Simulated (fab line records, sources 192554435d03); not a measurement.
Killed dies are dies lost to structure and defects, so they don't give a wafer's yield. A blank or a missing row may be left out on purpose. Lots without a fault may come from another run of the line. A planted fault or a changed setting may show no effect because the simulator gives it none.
Split-lot experiment | flow n5_finfet | 7 lots, 21 wafers read, on a route of 1938 steps

THE SPLIT
At N5_BEOL_M11_PECVD_70 (deposits SiO2 from TEOS/O2, target thk 20 nm, time 22.7 s), the setting time_s was moved away from the recipe's 22.7 s on 9 of the 21 wafers read, by -12.6% to +14.7%. The other wafers ran this setting at the recipe's value.

FROM THE SPLIT TO THE READING: what the file shows between them, 8 steps
- N5_BEOL_M11_HM_DEP_02: deposits TiN, target thk 20 nm (also split here: target_thk_a)
- N5_BEOL_M11_COAT_59: time 60 s, resist thk 100 nm
- N5_BEOL_M11_COAT_60: time 60 s, resist thk 30 nm
- N5_BEOL_M11_STRIP_68: strips in N2/H2
- N5_BEOL_M11_STRIP_67: strips in CF4
- N5_BEOL_M11_HM_OPEN_17: chemistry Cl2/BCl3, target TiN, target depth 20 nm, overetch 6 nm
- N5_BEOL_M11_STRIP_19: strips in O2
- N5_BEOL_M11_STRIP_77: strips in N2/H2, time 10 s

THE READING
SiO2_of_BEOL_M11_PECVD_70.thk_nm (the simulator's own value, which no gauge read), in nm, at N5_BEOL_M11_HM_STRIP_39 (strips TiN in peroxide tin strip, target depth 25 nm, time 158 s). The file gives no usual value for it. The 12 wafers here that ran the recipe average 19.9 nm, standard deviation 0.41 nm.

wafer  | tool, chamber at the split | time_s as run, s | against the recipe | SiO2_of_BEOL_M11_PECVD_70.thk_nm, nm | against lot-mates on the recipe
L075.1 | pecvd-04, 0,2              | 22.7             | recipe             | 20.2                                 | -
L075.5 | pecvd-04, 0,2              | 22.7             | recipe             | 20.2                                 | -
L075.6 | pecvd-04, 0                | 22.7             | recipe             | 20.4                                 | -
L080.1 | pecvd-03, 2                | 22.7             | recipe             | 19.2                                 | -
L080.3 | pecvd-03, 0                | 22.7             | recipe             | 19.8                                 | -
L080.4 | pecvd-03, 0                | 26.03            | +14.7%             | 22.6                                 | +3.1
L083.2 | pecvd-02, 2                | 25.6             | +12.8%             | 22.4                                 | +2.6
L083.3 | pecvd-02, 0                | 22.7             | recipe             | 19.8                                 | -
L083.5 | pecvd-02, 0                | 25.6             | +12.8%             | 22.6                                 | +2.8
L081.1 | pecvd-03, 2                | 22.7             | recipe             | 19                                   | -
L081.5 | pecvd-03, 1                | 19.85            | -12.6%             | 17.4                                 | -1.6
L081.6 | pecvd-03, 0                | 19.85            | -12.6%             | 17.4                                 | -1.6
L085.1 | pecvd-02, 1                | 22.7             | recipe             | 20                                   | -
L085.3 | pecvd-02, 0                | 23.73            | +4.5%              | 20.8                                 | +0.8
L085.6 | pecvd-02, 0                | 23.73            | +4.5%              | 21.2                                 | +1.2
L088.1 | pecvd-02, 1,0,2            | 22.7             | recipe             | 19.8                                 | -
L088.2 | pecvd-02, 1,0,2            | 22.7             | recipe             | 19.8                                 | -
L088.3 | pecvd-02, 1,0,2            | 22.7             | recipe             | 19.8                                 | -
L097.1 | pecvd-03, 2                | 20.29            | -10.6%             | 17.4                                 | -3.0
L097.5 | pecvd-03, 2                | 20.29            | -10.6%             | 17.6                                 | -2.8
L097.6 | pecvd-03, 0                | 22.7             | recipe             | 20.4                                 | -
Where a row lists several chambers, the file gives one row for several wafers and doesn't say which wafer went through which chamber.

THE FIT
A straight line over all 21 wafers: SiO2_of_BEOL_M11_PECVD_70.thk_nm changes by +0.205 nm for each +1% of time_s; r = +0.98; the points scatter about the line by 0.36 nm.
The same after taking each lot's own level away (the mean of its wafers on the recipe; 21 wafers): +0.2 nm for each +1%; r = +0.97; scatter 0.41 nm.
On that fit, the largest move of time_s shifts the reading by 2.9 nm.
The lots' own levels span 19.00 to 20.40 nm, that is 3.4 times the standard deviation above.
So the lot-to-lot level changes the slope little: the two slopes agree.
Check: with one of the wafers moved furthest among these (+14.7%) left out of the fit, the line predicts +2.95 nm for it against its lot-mates. It came out at +3.1 nm against them.

OTHER SPLITS ON THESE WAFERS
These wafers also went through other splits before the reading. Each is held against what the fit with the lots' levels taken away leaves over:
other split on the same wafers     | wafers away from the commonest value | r with SiO2_of_BEOL_M11_PECVD_70.thk_nm (lot level and that fit taken away)
N5_BEOL_M11_HM_DEP_02 target_thk_a | 8                                    | +0.00

THE WHOLE CHAIN: every reading that the file lists as answering this split, in the file's order
step                    | what it does                                                     | reading                                                                           | change (the file's fit)               | r (the file's)
N5_BEOL_M11_PECVD_70    | deposits SiO2 from TEOS/O2, target thk 20 nm, time 22.7 s        | SiO2_of_BEOL_M11_PECVD_70.thk_nm (the simulator's own value, which no gauge read) | +0.213 nm for each +1% of the setting | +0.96
N5_BEOL_M11_HM_STRIP_39 | strips TiN in peroxide tin strip, target depth 25 nm, time 158 s | SiO2_of_BEOL_M11_PECVD_70.thk_nm (the simulator's own value, which no gauge read) | +0.202 nm for each +1% of the setting | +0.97

THE FILE'S OWN FIT
SiO2_of_BEOL_M11_PECVD_70.thk_nm changes by +0.202 nm for each +1% of time_s, r = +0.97.
